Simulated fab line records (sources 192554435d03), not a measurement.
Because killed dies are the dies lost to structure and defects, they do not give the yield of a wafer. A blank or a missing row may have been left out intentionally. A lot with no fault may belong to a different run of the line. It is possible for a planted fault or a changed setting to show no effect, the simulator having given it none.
Split-lot trial	flow n5-finfet	route with 1938 steps; 7 lots, 39 wafers read

## THE SPLIT
At N5_BEOL_M8_DESCUM_16 (chemistry O2, time 7.9 s), the setting time-s was moved away from the recipe's 7.9 s on 18 of the 39 wafers read, by -59.2% to +38.5%. This setting was run at the recipe's value on the other wafers.

Reading taken at the split's own step.

## THE READING
CAR-ArF_of_BEOL_M8_COAT_05.thk-nm (the simulator's own value, which no gauge read), in nm, at N5_BEOL_M8_DESCUM_16 (chemistry O2, time 7.9 s). The file gives no usual value for it. Average 83.6 nm, standard deviation 0.33 nm, over the 21 wafers here run with the recipe.

wafer	tool, chamber at the split	time-s as run, s	against the recipe	CAR-ArF_of_BEOL_M8_COAT_05.thk-nm, nm	against lot-mates on the recipe
L074.1	rie-diel-04, 3	3.67	-53.5%	86	+2.7
L074.4	rie-diel-04, 3	3.67	-53.5%	86	+2.7
L074.2	rie-diel-04, 2	3.67	-53.5%	85.8	+2.5
L074.3	rie-diel-04, 1	7.9	recipe	83.6	-
L074.5	rie-diel-04, 1	7.9	recipe	83.2	-
L074.6	rie-diel-04, 2	7.9	recipe	83	-
L077.1	rie-diel-06, 2,0	10.94	+38.5%	81.4	-2.1
L077.4	rie-diel-06, 2,0	10.94	+38.5%	81.4	-2.1
L077.2	rie-diel-06, 3	10.94	+38.5%	81.6	-1.9
L077.3	rie-diel-06, 1	7.9	recipe	83.6	-
L077.5	rie-diel-06, 0	7.9	recipe	83.8	-
L077.6	rie-diel-06, 3	7.9	recipe	83	-
L079.1	rie-diel-05, 2	6.261	-20.7%	84.6	+1.3
L079.2	rie-diel-05, 0	7.9	recipe	83.4	-
L079.5	rie-diel-05, 0	7.9	recipe	83.4	-
L079.3	rie-diel-05, 1	6.261	-20.7%	83.8	+0.5
L079.4	rie-diel-05, 2	6.261	-20.7%	84	+0.7
L079.6	rie-diel-05, 1	7.9	recipe	83.2	-
L081.1	rie-diel-05, 1	7.9	recipe	83.8	-
L081.2	rie-diel-05, 0	7.9	recipe	83.6	-
L081.5	rie-diel-05, 0	7.9	recipe	83.6	-
L081.3	rie-diel-05, 3,1	3.874	-51.0%	86	+2.3
L081.6	rie-diel-05, 3,1	3.874	-51.0%	86	+2.3
L081.4	rie-diel-05, 2	3.874	-51.0%	86.2	+2.5
L083.2	rie-diel-06, 3,0,1	7.9	recipe	84	-
L083.5	rie-diel-06, 3,0,1	7.9	recipe	84	-
L083.6	rie-diel-06, 3,0,1	7.9	recipe	84	-
L088.1	rie-diel-05, 1	7.9	recipe	84	-
L088.6	rie-diel-05, 1	7.9	recipe	84	-
L088.2	rie-diel-05, 0	7.9	recipe	83.8	-
L088.3	rie-diel-05, 2	3.967	-49.8%	86.4	+2.5
L088.5	rie-diel-05, 2	3.967	-49.8%	86.4	+2.5
L088.4	rie-diel-05, 3	3.967	-49.8%	86.6	+2.7
L090.1	rie-diel-06, 3	3.222	-59.2%	86.2	+2.8
L090.2	rie-diel-06, 1	7.9	recipe	83.4	-
L090.3	rie-diel-06, 0,1	3.222	-59.2%	86.4	+3.0
L090.5	rie-diel-06, 0,1	3.222	-59.2%	86.4	+3.0
L090.4	rie-diel-06, 0	7.9	recipe	83.2	-
L090.6	rie-diel-06, 3	7.9	recipe	83.6	-
When a row names more than one chamber, that row covers several wafers, and the file does not tell which wafer ran in which chamber.

FIT RESULTS
A straight line over all 39 wafers: CAR-ArF_of_BEOL_M8_COAT_05.thk-nm changes by -0.0497 nm for each +1% of time-s; r = -0.97; the points scatter about the line by 0.34 nm.
The same after taking each lot's own level away (the mean of its wafers on the recipe; 39 wafers): -0.0497 nm for each +1%; r = -0.99; scatter 0.19 nm.
The reading moves by 2.9 nm for the largest change in time-s, on that fit.
Measured against the standard deviation above, the lots' own levels, which go from 83.27 to 84.00 nm, span 2.2 times it.
So the lot-to-lot level changes the slope little: the two slopes agree.
Check: +2.93 nm against its lot-mates is what the line predicts for one of the wafers moved furthest among these (-59.2%) when that wafer is left out of the fit. Against them it came out at +2.8 nm.

## ADDITIONAL SPLITS CARRIED BY THESE WAFERS
These wafers also went through other splits before the reading. Each is held against what the fit with the lots' levels taken away leaves over:
other split on the same wafers	wafers away from the commonest value	r with CAR-ArF_of_BEOL_M8_COAT_05.thk-nm (lot level and that fit taken away)
N5_BEOL_M0_SAQP_CUT_ETCH_46 target-depth-a	12	-0.16
N5_BEOL_M3_ILD_DEP_00 target-thk-a	15	+0.14
N5_BEOL_M6_ETCH_66 target-depth-a	18	+0.13

## FILE'S OWN FIT
CAR-ArF_of_BEOL_M8_COAT_05.thk-nm changes by -0.0493 nm for each +1% of time-s, r = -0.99.
